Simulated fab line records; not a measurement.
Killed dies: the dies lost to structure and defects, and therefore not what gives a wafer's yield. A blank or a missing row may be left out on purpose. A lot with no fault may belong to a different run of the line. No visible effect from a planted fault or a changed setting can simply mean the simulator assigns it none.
Matching of chambers    flow nand harc    4 sister chambers for NHARC_A_STAIRCASE_DESCUM_443 on rie diel-01
The step chemistry O2, time 3 s. 14 wafers are shown with their chamber, then 7 later ones without.

== WAFERS PAIRED WITH THEIR CHAMBERS ==
wafer   chamber  showerhead plenum p Torr (Torr)  oes product au (a.u.)  throttle valve pct (%)
L077.1  3        2.05                             0.995                  11.292
L077.2  0        1.84                             1.000                  11.315
L077.3  1        1.86                             0.994                  11.303
L078.1  3        2.05                             0.998                  11.306
L078.4  1        1.86                             0.999                  11.317
L078.5  2        2.07                             0.998                  11.307
L080.1  0        1.83                             1.005                  11.323
L080.2  2        2.07                             1.001                  11.311
L080.4  1        1.86                             1.005                  11.320
L081.2  0        1.83                             0.999                  11.304
L081.3  3        2.04                             0.986                  11.322
L081.6  3        2.04                             1.005                  11.314
L087.2  1        1.85                             0.996                  11.297
L087.3  2        2.06                             0.993                  11.311

SIGNATURES, as means of the wafers listed above
reading                   chamber 0  chamber 1  chamber 2  chamber 3  scatter within a chamber
showerhead plenum p Torr  1.8333     1.8575     2.0667     2.0450     0.00555
oes product au            1.00133    0.99850    0.99733    0.99600    0.00555
throttle valve pct        11.31400   11.30925   11.30967   11.30850   0.0102
Rule: for each reading, subtract the chamber's mean from the wafer's reading, divide by that reading's scatter and square the result; add these up over the readings and take the root, which gives the wafer's distance from the chamber. The wafer belongs to the nearest chamber; if the next one is less than 2 further off, it can't be placed. The scatter: take each reading less its chamber's mean, square it, sum over the shown wafers, divide by the number of wafers less the number of chambers, and take the root.

== WAFERS MISSING THEIR CHAMBER ==
wafer   showerhead plenum p Torr (Torr)  oes product au (a.u.)  throttle valve pct (%)
L087.4  1.82                             1.006                  11.313
L093.1  2.05                             1.002                  11.319
L093.3  2.03                             0.998                  11.322
L093.5  1.84                             0.996                  11.304
L094.3  1.84                             1.006                  11.309
L094.4  1.82                             0.996                  11.317
L094.5  1.84                             0.995                  11.315

== WHICH CHAMBER EACH WENT THROUGH ==
wafer   from the rows above      in truth
L087.4  0                        0
L093.1  can't be placed: 3 or 2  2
L093.3  3                        3
L093.5  can't be placed: 0 or 1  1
L094.3  can't be placed: 0 or 1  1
L094.4  0                        0
L094.5  can't be placed: 0 or 1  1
Placed correctly: 3 of 7. Unplaceable from these rows: 4, with the true chamber sitting among the candidates in 4. Number placed wrongly: 0.
